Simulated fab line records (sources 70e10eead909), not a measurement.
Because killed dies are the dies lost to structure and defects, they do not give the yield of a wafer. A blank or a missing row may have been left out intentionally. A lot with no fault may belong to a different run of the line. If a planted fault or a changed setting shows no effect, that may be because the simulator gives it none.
Which tool is to blame? + flow nandHarc + 14 lots, 42 wafers sampled, at 4 steps of a route of 1302

## WHAT EACH GAUGE READ, for each wafer
NHARC_P_BONDPAD_OVL_MEAS_38. Usual: overlayXNm 0 nm, standard deviation 5.9; overlayYNm -1 nm, standard deviation 4.9.
| lot  | measured     | on         | overlayXNm (nm) | overlayYNm (nm) | flag |
|------|--------------|------------|-----------------|-----------------|------|
| L934 | day 6 17:41  | overlay-02 | 4 5 4           | -8 -8 -8        |      |
| L936 | day 7 09:57  | overlay-02 | 0 0 0           | 2 2 2           |      |
| L937 | day 7 16:07  | overlay-02 | 6 6 6           | -11 -11 -11     |      |
| L938 | day 8 07:29  | overlay-01 | -3 -3 -3        | -3 -3 -3        |      |
| L939 | day 8 20:40  | overlay-01 | -4 -4 -4        | -1 -1 -1        |      |
| L944 | day 10 15:50 | overlay-02 | 2 1 1           | 5 5 5           |      |
| L943 | day 10 16:00 | overlay-01 | -11 -11 -11     | 5 5 5           |      |
| L949 | day 12 18:01 | overlay-02 | 4 4 4           | -6 -6 -6        |      |
| L950 | day 13 04:45 | overlay-02 | 5 6 6           | -9 -9 -9        |      |
| L951 | day 13 10:32 | overlay-01 | -2 -3 -3        | -2 -3 -2        |      |
| L952 | day 14 02:56 | overlay-02 | 3 4 3           | 0 0 0           |      |
| L953 | day 14 12:49 | overlay-02 | -11 -10 -10     | 0 1 0           |      |
| L955 | day 15 05:18 | overlay-01 | 5 4 5           | 2 2 2           |      |
| L956 | day 15 20:05 | overlay-01 | 3 2 3           | 2 2 2           |      |

## EACH LOT AND THE TOOL THAT RAN IT (in order: tool; ch and the chambers of the sampled wafers; start)
| lot  | NHARC_P_M1_PRE_CLEAN_32         | NHARC_P_M2_DEP_33               | NHARC_P_BONDPAD_CMP_32        |
|------|---------------------------------|---------------------------------|-------------------------------|
| L934 | pecvd-03 ch 1,2, day 6 11:46    | pecvd-02 ch 0,1, day 6 16:01    | cmp-04 ch 1,2, day 6 16:47    |
| L936 | pecvd-03 ch 0,1, day 7 03:57    | pecvd-02 ch 0,2, day 7 08:15    | cmp-04 ch 0,2,3, day 7 09:04  |
| L937 | pecvd-01 ch 0,1,2, day 7 10:07  | pecvd-03 ch 0,1, day 7 14:26    | cmp-03 ch 1,2,3, day 7 15:13  |
| L938 | pecvd-02 ch 0,1, day 8 01:42    | pecvd-03 ch 0,1,2, day 8 05:48  | cmp-02 ch 0,2,3, day 8 06:38  |
| L939 | pecvd-02 ch 0,2, day 8 14:49    | pecvd-02 ch 0,2, day 8 18:58    | cmp-03 ch 1,2,3, day 8 19:46  |
| L944 | pecvd-03 ch 0,1,2, day 10 09:04 | pecvd-03 ch 0,1,2, day 10 13:58 | cmp-04 ch 1,2,3, day 10 14:56 |
| L943 | pecvd-03 ch 0,1, day 10 09:56   | pecvd-03 ch 0,1,2, day 10 14:16 | cmp-02 ch 0,2,3, day 10 15:05 |
| L949 | pecvd-01 ch 0,1,2, day 12 11:56 | pecvd-03 ch 0,2, day 12 16:15   | cmp-04 ch 2,3, day 12 17:05   |
| L950 | pecvd-01 ch 0,1,2, day 12 22:54 | pecvd-03 ch 0,1,2, day 13 03:09 | cmp-02 ch 0,1,2, day 13 03:58 |
| L951 | pecvd-02 ch 0,1, day 13 04:25   | pecvd-01 ch 0,1, day 13 08:48   | cmp-04 ch 0,1,2, day 13 09:40 |
| L952 | pecvd-03 ch 0,2, day 13 20:46   | pecvd-03 ch 0,1, day 14 01:16   | cmp-04 ch 2,3, day 14 02:02   |
| L953 | pecvd-03 ch 0,1,2, day 14 06:28 | pecvd-02 ch 0,1, day 14 11:01   | cmp-03 ch 0,3, day 14 11:54   |
| L955 | pecvd-03 ch 1,2, day 14 23:07   | pecvd-03 ch 0,1,2, day 15 03:34 | cmp-02 ch 1,2, day 15 04:22   |
| L956 | pecvd-03 ch 0,1,2, day 15 13:09 | pecvd-01 ch 0,2, day 15 17:50   | cmp-02 ch 0,2,3, day 15 19:13 |
- NHARC_P_M1_PRE_CLEAN_32: time 12 s.
- NHARC_P_M2_DEP_33: deposits SiCN, target thk 30 nm.
- NHARC_P_BONDPAD_CMP_32: polishes SiCN, target thk 200 nm.

## WHAT THE TOOLS THEMSELVES READ (means of the sampled wafers that have a number; where no wafer has one, the mark that the record gives instead)
NHARC_P_M1_PRE_CLEAN_32. Usual: heaterPowerW reads 630 W (standard deviation 79).
| lot  | tool     | heaterPowerW (W) | flag |
|------|----------|------------------|------|
| L934 | pecvd-03 | 581              |      |
| L936 | pecvd-03 | 556              |      |
| L937 | pecvd-01 | 676              |      |
| L938 | pecvd-02 | 710              |      |
| L939 | pecvd-02 | 643              |      |
| L944 | pecvd-03 | 605              |      |
| L943 | pecvd-03 | 584              |      |
| L949 | pecvd-01 | 661              |      |
| L950 | pecvd-01 | 638              |      |
| L951 | pecvd-02 | 686              |      |
| L952 | pecvd-03 | 614              |      |
| L953 | pecvd-03 | 599              |      |
| L955 | pecvd-03 | 653              |      |
| L956 | pecvd-03 | 581              |      |

NHARC_P_M2_DEP_33. Usual: chamberPressureTorr 3.000 Torr, standard deviation 0.0062; heaterPowerOuterW 324 W, standard deviation 57; heaterPowerW 590 W, standard deviation 80.
| lot  | tool     | chamberPressureTorr (Torr) | heaterPowerOuterW (W) | heaterPowerW (W) | flag |
|------|----------|----------------------------|-----------------------|------------------|------|
| L934 | pecvd-02 | 2.995                      | 307                   | 596              |      |
| L936 | pecvd-02 | 3.002                      | 346                   | 590              |      |
| L937 | pecvd-03 | 3.001                      | 260                   | 472              |      |
| L938 | pecvd-03 | 2.998                      | 292                   | 555              |      |
| L939 | pecvd-02 | 2.994                      | 323                   | 564              |      |
| L944 | pecvd-03 | -                          | -                     | -                | OFF  |
| L943 | pecvd-03 | -                          | -                     | -                | OFF  |
| L949 | pecvd-03 | 2.995                      | 298                   | 577              |      |
| L950 | pecvd-03 | 3.003                      | 272                   | 531              |      |
| L951 | pecvd-01 | 3.004                      | 347                   | 569              |      |
| L952 | pecvd-03 | 2.995                      | 279                   | 526              |      |
| L953 | pecvd-02 | 2.999                      | 416                   | 724              |      |
| L955 | pecvd-03 | 3.002                      | 297                   | 576              |      |
| L956 | pecvd-01 | 2.998                      | 337                   | 611              |      |

NHARC_P_BONDPAD_CMP_32. Usual: motorCurrentA reads 11.6 A (standard deviation 1.3).
| lot  | tool   | motorCurrentA (A) | flag |
|------|--------|-------------------|------|
| L934 | cmp-04 | 11.9              |      |
| L936 | cmp-04 | 10.7              |      |
| L937 | cmp-03 | 11.9              |      |
| L938 | cmp-02 | 12.0              |      |
| L939 | cmp-03 | 11.5              |      |
| L944 | cmp-04 | 11.1              |      |
| L943 | cmp-02 | 11.8              |      |
| L949 | cmp-04 | 11.1              |      |
| L950 | cmp-02 | 11.1              |      |
| L951 | cmp-04 | 11.9              |      |
| L952 | cmp-04 | 11.0              |      |
| L953 | cmp-03 | 12.0              |      |
| L955 | cmp-02 | 12.0              |      |
| L956 | cmp-02 | 12.2              |      |

## THE ANSWER, worked out from the rows above alone
Rule: take the mean of a lot's wafers that have a number; if it is more than 3 standard deviations from the usual mean, the lot is off. A lot without any number at a reading at which 4 lots or more have one is off too. Where the step has rows for the other lots, those lots are counted as sound. First the gauges in route order, then the tools' own readings, where a lot's mean is used as printed above. At the first step where some lot is off, the reading lying furthest off is the one used; lots without a number count as furthest.
Off at NHARC_P_M2_DEP_33 (chamberPressureTorr): L944, L943. Without a number there: L944, L943.
A tool fits if, at that step or a process step before it, it ran every lot that is off, and no sound lot after the first of them. None of those tried fits.

## WHAT THE SIMULATOR HAD PUT IN
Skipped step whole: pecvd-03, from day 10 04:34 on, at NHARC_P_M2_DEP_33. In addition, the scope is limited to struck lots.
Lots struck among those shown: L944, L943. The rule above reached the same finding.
